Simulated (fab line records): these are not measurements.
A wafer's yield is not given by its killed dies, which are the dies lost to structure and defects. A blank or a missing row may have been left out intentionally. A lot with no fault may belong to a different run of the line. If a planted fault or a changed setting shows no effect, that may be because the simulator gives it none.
Matching of chambers :: flow n5-finfet :: N5_DUMMY_GATE_ETCH_36 on rie-diel-02: 3 sister chambers
The step etches SiARC in CF4, target depth 13 nm. 22 wafers are shown with their chamber, then 8 later ones without.

WAFERS WITH THEIR CHAMBER
wafer: L074.1
chamber: 3
showerhead-plenum-p-Torr (Torr): 2.11
throttle-valve-pct (%): 15.82
drypump-motor-current-A (A): 5.71

wafer: L074.2
chamber: 2
showerhead-plenum-p-Torr (Torr): 2.18
throttle-valve-pct (%): 15.50
drypump-motor-current-A (A): 5.63

wafer: L074.4
chamber: 1
showerhead-plenum-p-Torr (Torr): 2.15
throttle-valve-pct (%): 15.50
drypump-motor-current-A (A): 5.91

wafer: L075.3
chamber: 2
showerhead-plenum-p-Torr (Torr): 2.18
throttle-valve-pct (%): 15.50
drypump-motor-current-A (A): 5.63

wafer: L075.4
chamber: 1
showerhead-plenum-p-Torr (Torr): 2.15
throttle-valve-pct (%): 15.52
drypump-motor-current-A (A): 5.90

wafer: L075.6
chamber: 2
showerhead-plenum-p-Torr (Torr): 2.18
throttle-valve-pct (%): 15.51
drypump-motor-current-A (A): 5.67

wafer: L076.2
chamber: 2
showerhead-plenum-p-Torr (Torr): 2.18
throttle-valve-pct (%): 15.50
drypump-motor-current-A (A): 5.64

wafer: L076.3
chamber: 1
showerhead-plenum-p-Torr (Torr): 2.15
throttle-valve-pct (%): 15.50
drypump-motor-current-A (A): 5.88

wafer: L076.5
chamber: 3
showerhead-plenum-p-Torr (Torr): 2.11
throttle-valve-pct (%): 15.82
drypump-motor-current-A (A): 5.73

wafer: L077.4
chamber: 2
showerhead-plenum-p-Torr (Torr): 2.18
throttle-valve-pct (%): 15.50
drypump-motor-current-A (A): 5.65

wafer: L077.5
chamber: 2
showerhead-plenum-p-Torr (Torr): 2.18
throttle-valve-pct (%): 15.51
drypump-motor-current-A (A): 5.67

wafer: L077.6
chamber: 3
showerhead-plenum-p-Torr (Torr): 2.11
throttle-valve-pct (%): 15.83
drypump-motor-current-A (A): 5.74

wafer: L079.2
chamber: 1
showerhead-plenum-p-Torr (Torr): 2.15
throttle-valve-pct (%): 15.52
drypump-motor-current-A (A): 5.88

wafer: L079.3
chamber: 2
showerhead-plenum-p-Torr (Torr): 2.18
throttle-valve-pct (%): 15.50
drypump-motor-current-A (A): 5.64

wafer: L079.6
chamber: 2
showerhead-plenum-p-Torr (Torr): 2.18
throttle-valve-pct (%): 15.50
drypump-motor-current-A (A): 5.66

wafer: L087.3
chamber: 1
showerhead-plenum-p-Torr (Torr): 2.14
throttle-valve-pct (%): 15.56
drypump-motor-current-A (A): 5.88

wafer: L087.5
chamber: 3
showerhead-plenum-p-Torr (Torr): 2.11
throttle-valve-pct (%): 15.88
drypump-motor-current-A (A): 5.73

wafer: L087.6
chamber: 2
showerhead-plenum-p-Torr (Torr): 2.18
throttle-valve-pct (%): 15.54
drypump-motor-current-A (A): 5.65

wafer: L086.2
chamber: 3
showerhead-plenum-p-Torr (Torr): 2.11
throttle-valve-pct (%): 15.86
drypump-motor-current-A (A): 5.71

wafer: L086.4
chamber: 1
showerhead-plenum-p-Torr (Torr): 2.14
throttle-valve-pct (%): 15.55
drypump-motor-current-A (A): 5.87

wafer: L086.6
chamber: 3
showerhead-plenum-p-Torr (Torr): 2.11
throttle-valve-pct (%): 15.87
drypump-motor-current-A (A): 5.74

wafer: L091.1
chamber: 3
showerhead-plenum-p-Torr (Torr): 2.10
throttle-valve-pct (%): 15.87
drypump-motor-current-A (A): 5.72

SIGNATURES (means of the wafers above)
reading: showerhead-plenum-p-Torr
chamber 1: 2.1467
chamber 2: 2.1800
chamber 3: 2.1086
scatter within a chamber: 0.0034

reading: throttle-valve-pct
chamber 1: 15.5250
chamber 2: 15.5067
chamber 3: 15.8500
scatter within a chamber: 0.0212

reading: drypump-motor-current-A
chamber 1: 5.8867
chamber 2: 5.6489
chamber 3: 5.7257
scatter within a chamber: 0.0145
Rule: for a wafer and a chamber, the distance is found by dividing, reading by reading, the gap between the wafer's reading and the chamber's mean by the reading's scatter, squaring, summing and taking the root. If the next closest chamber is less than 2 further off than the closest, the wafer can't be placed; otherwise it belongs to the closest. How the scatter is found: for the shown wafers, subtract from each reading the mean of its chamber, square and add these, divide the total by (wafers less chambers), then take the root.

WAFERS WITH NO CHAMBER GIVEN
wafer: L091.2
showerhead-plenum-p-Torr (Torr): 2.17
throttle-valve-pct (%): 15.54
drypump-motor-current-A (A): 5.63

wafer: L091.6
showerhead-plenum-p-Torr (Torr): 2.14
throttle-valve-pct (%): 15.57
drypump-motor-current-A (A): 5.88

wafer: L092.4
showerhead-plenum-p-Torr (Torr): 2.17
throttle-valve-pct (%): 15.57
drypump-motor-current-A (A): 5.64

wafer: L092.6
showerhead-plenum-p-Torr (Torr): 2.10
throttle-valve-pct (%): 15.87
drypump-motor-current-A (A): 5.72

wafer: L093.1
showerhead-plenum-p-Torr (Torr): 2.14
throttle-valve-pct (%): 15.57
drypump-motor-current-A (A): 5.88

wafer: L093.3
showerhead-plenum-p-Torr (Torr): 2.17
throttle-valve-pct (%): 15.57
drypump-motor-current-A (A): 5.65

wafer: L094.2
showerhead-plenum-p-Torr (Torr): 2.14
throttle-valve-pct (%): 15.58
drypump-motor-current-A (A): 5.87

wafer: L094.3
showerhead-plenum-p-Torr (Torr): 2.17
throttle-valve-pct (%): 15.56
drypump-motor-current-A (A): 5.62

EACH ONE'S CHAMBER
wafer: L091.2
from the rows above: 2
in truth: 2

wafer: L091.6
from the rows above: 1
in truth: 1

wafer: L092.4
from the rows above: 2
in truth: 2

wafer: L092.6
from the rows above: 3
in truth: 3

wafer: L093.1
from the rows above: 1
in truth: 1

wafer: L093.3
from the rows above: 2
in truth: 2

wafer: L094.2
from the rows above: 1
in truth: 1

wafer: L094.3
from the rows above: 2
in truth: 2
Correct placement for 8 of the 8. Can't be placed from these rows: 0. Number placed wrongly: 0.
